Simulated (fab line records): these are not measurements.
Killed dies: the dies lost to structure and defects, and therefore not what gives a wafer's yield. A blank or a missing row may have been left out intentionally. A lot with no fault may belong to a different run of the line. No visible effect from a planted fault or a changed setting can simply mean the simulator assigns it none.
fab line records + flow n5-finfet
record
- lots=11
- wafers=33
- last-day=18
route steps=1938 shown BEOL_M13@1706 BEOL_M14@1726
lots that met no fault: taken from a fault-free run of the same line
start-h: hours from the record's first day to the start of the lot's first wafer shown + wait-h: time in hours since the lot's previous step + " the same as in the row above + L1.1+2: a row that stands for several wafers + - either no value or no given start + * or withheld: withheld + < > ~ a bound
route shown NAME@n: NAME is a module with steps in the file, n the number in the route of the first one + usual: the fault-free wafers' mean and standard deviation + same: alike in all rows + chamber/n: place in a boat + sites: per-site readings + _std_site: the standard deviation of these + _edge_site: outer sites' mean less inner sites' + radius-mm: how far each site lies from the wafer's centre + mask NAME#n: copy n + behind: the last tool/chamber to shape the wafer + hold: why the lot went on hold/how many hours it stayed there/how the hold came to an end + device: whichever transistor did not switch (one of n, p or np) + end of line: tests of these same wafers at the route's end + where a step has no rows: the recipe by itself + killed: count of dies lost to structure and defects at first sort (not the wafer's yield) + map: per-die view of a wafer (x killed, . not killed, _ where there is no die)
set.NAME: the setting the step ran with; set.NAME@STEP: the setting that earlier step ran with + model.NAME: the simulator's own value behind a step, which no gauge read
the route's steps for a sample of lots (tables are steps, rows are wafers)
services: when a tool's chamber went out of use (start-h, in hours from the record's first day, below 0 if earlier), for how many hours, and the reason
## steps
# step N5_BEOL_M13_SPUTTER_44
# recipe
- material=Ta
- target-thk-a=100
- temp-c=50
- bias-v=80
- power-w=15000
- chamber-pressure-pa=0.07
- time-s=16.13
# usual
- bias-v=79.9/0.81
- throttle-valve-pct=29.9/0.96
| lot.wafer | tool           | chamber | start-h | wait-h | bias-v | throttle-valve-pct |
|-----------|----------------|---------|---------|--------|--------|--------------------|
| L443.2    | pvd-sputter-01 | -       | 239.62  | 0.0    | 80.3   | 30.3               |
| L443.3    | "              | -       | "       | "      | 79.9   | 29.3               |
| L443.6    | "              | -       | "       | "      | 81.3   | 31.3               |
| L446.2    | pvd-sputter-01 | -       | 248.81  | 0.0    | 78.0   | 30.3               |
| L446.5    | "              | -       | "       | "      | 79.6   | 29.5               |
| L446.6    | "              | -       | "       | "      | 79.6   | 30.1               |
| L444.2    | pvd-sputter-01 | -       | 249.13  | 0.0    | 80.2   | 31.1               |
| L444.5    | "              | -       | "       | "      | 81.1   | 30.1               |
| L444.6    | "              | -       | "       | "      | 79.9   | 31.1               |
| L447.1    | pvd-sputter-01 | -       | 253.29  | 0.0    | 78.6   | 31.5               |
| L447.3    | "              | -       | "       | "      | 79.1   | 30.3               |
| L447.5    | "              | -       | "       | "      | 79.4   | 30.3               |
| L451.2    | pvd-sputter-02 | -       | 285.95  | 0.0    | 80.7   | 29.4               |
| L451.4    | "              | -       | "       | "      | 81.0   | 28.7               |
| L451.6    | "              | -       | "       | "      | 77.6   | 29.0               |
| L459.3    | pvd-sputter-02 | -       | 349.35  | 0.0    | 78.9   | 29.0               |
| L459.4    | "              | -       | "       | "      | 79.6   | 29.5               |
| L459.6    | "              | -       | "       | "      | 78.9   | 29.4               |
| L461.2    | pvd-sputter-03 | -       | 353.94  | 0.0    | 79.2   | 30.7               |
| L461.4    | "              | -       | "       | "      | 81.0   | 28.6               |
| L461.6    | "              | -       | "       | "      | 78.9   | 30.3               |
| L462.2    | pvd-sputter-03 | -       | 366.11  | 0.0    | 80.2   | 32.0               |
| L462.5    | "              | -       | "       | "      | 80.7   | 30.3               |
| L462.6    | "              | -       | "       | "      | 81.4   | 29.8               |
| L465.2    | pvd-sputter-01 | -       | 372.16  | 0.0    | 79.5   | 29.6               |
| L465.3    | "              | -       | "       | "      | 80.1   | 30.3               |
| L465.4    | "              | -       | "       | "      | 81.1   | 30.1               |
| L464.1    | pvd-sputter-02 | -       | 379.45  | 0.0    | 80.0   | 29.3               |
| L464.3    | "              | -       | "       | "      | 79.9   | 29.2               |
| L464.4    | "              | -       | "       | "      | 80.5   | 29.3               |
| L466.1    | pvd-sputter-01 | -       | 393.90  | 0.0    | 81.1   | 30.3               |
| L466.2    | "              | -       | "       | "      | 80.1   | 30.4               |
| L466.6    | "              | -       | "       | "      | 81.3   | 30.4               |
# step N5_BEOL_M13_RS_MEAS_54
# recipe
- thk-meas-gauge=four-point-probe
- reads=Cu_of_BEOL_M13_ECD_47+Ta_of_BEOL_M13_SPUTTER_44+TaN_of_BEOL_M13_SPUTTER_43
# usual
- M13_RS=0.0449/0.00069
| lot.wafer | tool          | chamber | start-h | wait-h | M13_RS[ohm/sq] |
|-----------|---------------|---------|---------|--------|----------------|
| L443.2    | film-metro-02 | -       | 240.71  | 0.1    | 0.0456         |
| L443.3    | "             | -       | "       | "      | 0.0444         |
| L443.6    | "             | -       | "       | "      | 0.0451         |
| L446.2    | film-metro-02 | -       | 250.02  | 0.1    | 0.0452         |
| L446.5    | "             | -       | "       | "      | 0.0451         |
| L446.6    | "             | -       | "       | "      | 0.0461         |
| L444.2    | film-metro-01 | -       | 250.21  | 0.1    | 0.0446         |
| L444.5    | "             | -       | "       | "      | 0.0458         |
| L444.6    | "             | -       | "       | "      | 0.0447         |
| L447.1    | film-metro-01 | -       | 254.37  | 0.0    | 0.0450         |
| L447.3    | "             | -       | "       | "      | 0.0453         |
| L447.5    | "             | -       | "       | "      | 0.0451         |
| L451.2    | film-metro-02 | -       | 287.04  | 0.1    | 0.0442         |
| L451.4    | "             | -       | "       | "      | 0.0435         |
| L451.6    | "             | -       | "       | "      | 0.0441         |
| L459.3    | film-metro-02 | -       | 351.08  | 0.1    | 0.0450         |
| L459.4    | "             | -       | "       | "      | 0.0442         |
| L459.6    | "             | -       | "       | "      | 0.0448         |
| L461.2    | film-metro-01 | -       | 355.02  | 0.1    | 0.0455         |
| L461.4    | "             | -       | "       | "      | 0.0450         |
| L461.6    | "             | -       | "       | "      | 0.0459         |
| L462.2    | film-metro-01 | -       | 367.37  | 0.1    | 0.0443         |
| L462.5    | "             | -       | "       | "      | 0.0456         |
| L462.6    | "             | -       | "       | "      | 0.0442         |
| L465.2    | film-metro-01 | -       | 373.43  | 0.1    | 0.0447         |
| L465.3    | "             | -       | "       | "      | 0.0445         |
| L465.4    | "             | -       | "       | "      | 0.0457         |
| L464.1    | film-metro-02 | -       | 380.54  | 0.0    | 0.0444         |
| L464.3    | "             | -       | "       | "      | 0.0454         |
| L464.4    | "             | -       | "       | "      | 0.0454         |
| L466.1    | film-metro-02 | -       | 395.23  | 0.0    | 0.0447         |
| L466.2    | "             | -       | "       | "      | 0.0456         |
| L466.6    | "             | -       | "       | "      | 0.0444         |
# step N5_BEOL_M14_CD_MEAS_10
# recipe
- target-cd-nm=250
- landing-energy-ev=500
- detector=se-inlens
- polarity=opening
# usual
- cd-nm=250.0/1.6
| lot.wafer | tool      | chamber | start-h | wait-h | cd-nm |
|-----------|-----------|---------|---------|--------|-------|
| L443.2    | cd-sem-02 | 0       | 241.47  | -      | 251.8 |
| L443.3    | "         | 0       | "       | "      | 251.3 |
| L443.6    | "         | 0       | "       | "      | 247.7 |
| L446.2    | cd-sem-03 | 0       | 250.58  | -      | 252.5 |
| L446.5    | "         | 0       | "       | "      | 250.8 |
| L446.6    | "         | 0       | "       | "      | 250.8 |
| L444.2    | cd-sem-01 | 0       | 250.89  | -      | 251.2 |
| L444.5    | "         | 0       | "       | "      | 249.9 |
| L444.6    | "         | 0       | "       | "      | 252.3 |
| L447.1    | cd-sem-02 | 0       | 255.05  | -      | 248.8 |
| L447.3    | "         | 0       | "       | "      | 249.8 |
| L447.5    | "         | 0       | "       | "      | 247.5 |
| L451.2    | cd-sem-03 | 0       | 287.60  | -      | 250.8 |
| L451.4    | "         | 0       | "       | "      | 246.0 |
| L451.6    | "         | 0       | "       | "      | 250.9 |
| L459.3    | cd-sem-01 | 0       | 351.64  | -      | 250.9 |
| L459.4    | "         | 0       | "       | "      | 252.0 |
| L459.6    | "         | 0       | "       | "      | 252.3 |
| L461.2    | cd-sem-03 | 0       | 355.58  | -      | 251.0 |
| L461.4    | "         | 0       | "       | "      | 249.9 |
| L461.6    | "         | 0       | "       | "      | 250.9 |
| L462.2    | cd-sem-02 | 0       | 368.00  | -      | 250.2 |
| L462.5    | "         | 0       | "       | "      | 249.0 |
| L462.6    | "         | 0       | "       | "      | 247.7 |
| L465.2    | cd-sem-01 | 0       | 374.12  | -      | 252.1 |
| L465.3    | "         | 0       | "       | "      | 249.7 |
| L465.4    | "         | 0       | "       | "      | 248.6 |
| L464.1    | cd-sem-03 | 0       | 381.10  | -      | 250.7 |
| L464.3    | "         | 0       | "       | "      | 249.0 |
| L464.4    | "         | 0       | "       | "      | 250.5 |
| L466.1    | cd-sem-02 | 0       | 395.92  | -      | 251.5 |
| L466.2    | "         | 0       | "       | "      | 249.9 |
| L466.6    | "         | 0       | "       | "      | 250.2 |
# step N5_BEOL_M14_ETCH_59
# recipe
- chemistry=N2/H2
- target=BARC
- target-depth-a=890
- overetch-a=267
- time-s=67.9
- ion-energy-ev=200
- pressure-mtorr=30
- source-w=840
- bias-w=150
- n2-flow-sccm=200
- h2-flow-sccm=200
# usual
- drypump-motor-current-A=5.7/0.41
- oes-product-au=0.70/0.055
- rf-vpp-V=524.6/2.1
- run-length-s=91.4/0.31
- showerhead-plenum-p-Torr=2.57/0.073
- throttle-valve-pct=17.90/0.26
| lot.wafer | tool        | chamber | start-h | wait-h | drypump-motor-current-A | oes-product-au | rf-hours-counter-h | rf-vpp-V | run-length-s | showerhead-plenum-p-Torr | throttle-valve-pct |
|-----------|-------------|---------|---------|--------|-------------------------|----------------|--------------------|----------|--------------|--------------------------|--------------------|
| L443.2    | rie-diel-06 | 3       | 241.79  | 0.0    | 5.7                     | 0.63           | 202                | 523.7    | 91.5         | 2.53                     | 18.45              |
| L443.3    | "           | 2       | "       | "      | 5.6                     | 0.81           | 13                 | 526.2    | 91.5         | 2.61                     | 17.84              |
| L443.6    | "           | 0       | "       | "      | 5.1                     | 0.66           | -                  | 527.8    | 91.4         | 2.65                     | 18.05              |
| L446.2    | rie-diel-01 | 0       | 250.70  | 0.0    | 6.7                     | 0.76           | 24                 | 525.6    | 90.8         | 2.61                     | 17.68              |
| L446.5    | "           | 2       | "       | "      | 5.3                     | 0.80           | -                  | 523.6    | 91.0         | 2.50                     | 17.71              |
| L446.6    | "           | 1       | "       | "      | 6.4                     | 0.71           | -                  | 524.4    | 91.1         | 2.55                     | 17.46              |
| L444.2    | rie-diel-06 | 1       | 251.02  | 0.0    | 6.1                     | 0.72           | 62                 | 527.2    | 91.5         | 2.69                     | 17.62              |
| L444.5    | "           | 1       | "       | "      | 6.0                     | 0.72           | -                  | 527.7    | 91.7         | 2.69                     | 17.64              |
| L444.6    | "           | 0       | "       | "      | 5.1                     | 0.66           | -                  | 527.3    | 91.1         | 2.65                     | 18.07              |
| L447.1    | rie-diel-06 | 1       | 255.17  | 0.0    | 6.1                     | 0.71           | 63                 | 527.0    | 91.3         | 2.69                     | 17.63              |
| L447.3    | "           | 3       | "       | "      | 5.7                     | 0.62           | 206                | 523.0    | 91.5         | 2.53                     | 18.43              |
| L447.5    | "           | 2       | "       | "      | 5.6                     | 0.80           | -                  | 524.5    | 91.4         | 2.61                     | 17.84              |
| L451.2    | rie-diel-06 | 0       | 287.72  | 0.0    | 5.2                     | 0.74           | 174                | 526.0    | 83.6         | 2.65                     | 18.12              |
| L451.4    | "           | 2       | "       | "      | 5.5                     | 0.88           | 28                 | 524.7    | 83.5         | 2.60                     | 17.89              |
| L451.6    | "           | 0       | "       | "      | 5.2                     | 0.74           | -                  | 526.0    | 83.2         | 2.65                     | 18.11              |
| L459.3    | rie-diel-03 | 3       | 351.76  | 0.0    | 5.7                     | 0.72           | 66                 | 521.2    | 91.2         | 2.47                     | 17.65              |
| L459.4    | "           | 1       | "       | "      | 6.0                     | 0.68           | 103                | 522.0    | 91.6         | 2.45                     | 17.91              |
| L459.6    | "           | 1       | "       | "      | 6.0                     | 0.67           | -                  | 522.4    | 91.1         | 2.46                     | 17.91              |
| L461.2    | rie-diel-03 | 3       | 355.70  | 0.0    | 5.8                     | 0.71           | 68                 | 521.1    | 91.0         | 2.47                     | 17.64              |
| L461.4    | "           | 2       | "       | "      | 5.3                     | 0.69           | 92                 | 525.9    | 91.3         | 2.57                     | 17.98              |
| L461.6    | "           | 2       | "       | "      | 5.3                     | 0.69           | -                  | 524.6    | 91.3         | 2.57                     | 17.99              |
| L462.2    | rie-diel-06 | 0       | 368.13  | 0.0    | 5.2                     | 0.64           | 202                | 527.3    | 91.2         | 2.63                     | 18.12              |
| L462.5    | "           | 2       | "       | "      | 5.6                     | 0.74           | -                  | 522.9    | 91.3         | 2.59                     | 17.91              |
| L462.6    | "           | 1       | "       | "      | 6.0                     | 0.69           | -                  | 527.1    | 91.6         | 2.68                     | 17.71              |
| L465.2    | rie-diel-01 | 0       | 374.24  | 0.0    | 6.7                     | 0.71           | 63                 | 524.9    | 91.3         | 2.59                     | 17.74              |
| L465.3    | "           | 3       | "       | "      | 5.5                     | 0.76           | 33                 | 521.9    | 91.1         | 2.49                     | 17.80              |
| L465.4    | "           | 2       | "       | "      | 5.3                     | 0.73           | 46                 | 522.7    | 91.0         | 2.49                     | 17.79              |
| L464.1    | rie-diel-03 | 0       | 381.22  | 0.0    | 5.9                     | 0.71           | 84                 | 524.6    | 91.5         | 2.56                     | 18.04              |
| L464.3    | "           | 3       | "       | "      | 5.8                     | 0.71           | 76                 | 522.3    | 90.8         | 2.46                     | 17.67              |
| L464.4    | "           | 2       | "       | "      | 5.3                     | 0.69           | 100                | 525.9    | 91.8         | 2.57                     | 18.01              |
| L466.1    | rie-diel-06 | 1       | 396.04  | 0.0    | 6.1                     | 0.67           | 115                | 526.9    | 91.3         | 2.67                     | 17.73              |
| L466.2    | "           | 2       | "       | "      | 5.6                     | 0.73           | 71                 | 525.0    | 91.7         | 2.58                     | 17.96              |
| L466.6    | "           | 0       | "       | "      | 5.2                     | 0.63           | -                  | 525.1    | 91.1         | 2.63                     | 18.16              |
## services
| tool           | chamber | start-h | hours | kind                          |
|----------------|---------|---------|-------|-------------------------------|
| rie-diel-03    | -       | 221.21  | 0.3   | repair                        |
| rie-diel-01    | 3       | 247.96  | -     | clean                         |
| rie-diel-01    | 3       | 247.96  | -     | consumable-replace:focus-ring |
| rie-diel-01    | 3       | 247.96  | 16.2  | scheduled-down                |
| rie-diel-01    | 3       | 247.96  | 16.2  | vent-cycle                    |
| rie-diel-03    | 1       | 267.61  | 8.5   | repair                        |
| rie-diel-01    | -       | 282.13  | 15.6  | pm                            |
| rie-diel-03    | 0       | 288.61  | 3.7   | repair                        |
| pvd-sputter-01 | -       | 310.44  | 9.1   | repair                        |
| rie-diel-06    | -       | 319.09  | 2.8   | pm                            |
| pvd-sputter-03 | -       | 336.33  | 4.2   | repair                        |
| rie-diel-06    | 3       | 347.85  | 6.3   | repair                        |
| rie-diel-03    | 1       | 374.86  | 2.7   | repair                        |
| rie-diel-06    | 3       | 383.39  | -     | clean                         |
| rie-diel-06    | 3       | 383.39  | -     | consumable-replace:focus-ring |
| rie-diel-06    | 3       | 383.39  | 14.8  | scheduled-down                |
| rie-diel-06    | 3       | 383.39  | 14.8  | vent-cycle                    |
## key
first-sign
- step=N5_BEOL_M14_ETCH_59
- reading=run-length-s
- direction=down
- sigmas=25
- usual=*
- struck=*
effect none on later readings
met-at N5_BEOL_M14_ETCH_59
struck-lots L451
struck-wafers L451.2,L451.4,L451.6
not-acting-at N5_BEOL_M13_SPUTTER_44,N5_BEOL_M13_RS_MEAS_54,N5_BEOL_M14_CD_MEAS_10
onset-between 255.17 287.72
fault
- kind=process-parameter-drift
- tool=rie-diel-06
- chamber=-
- onset-h=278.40
- steps=N5_BEOL_M14_ETCH_59
- channel=time-s
- offset=*
- shape=step
- end-h=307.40
- scope=struck-wafers-only
- acts-in=*
- stated=*
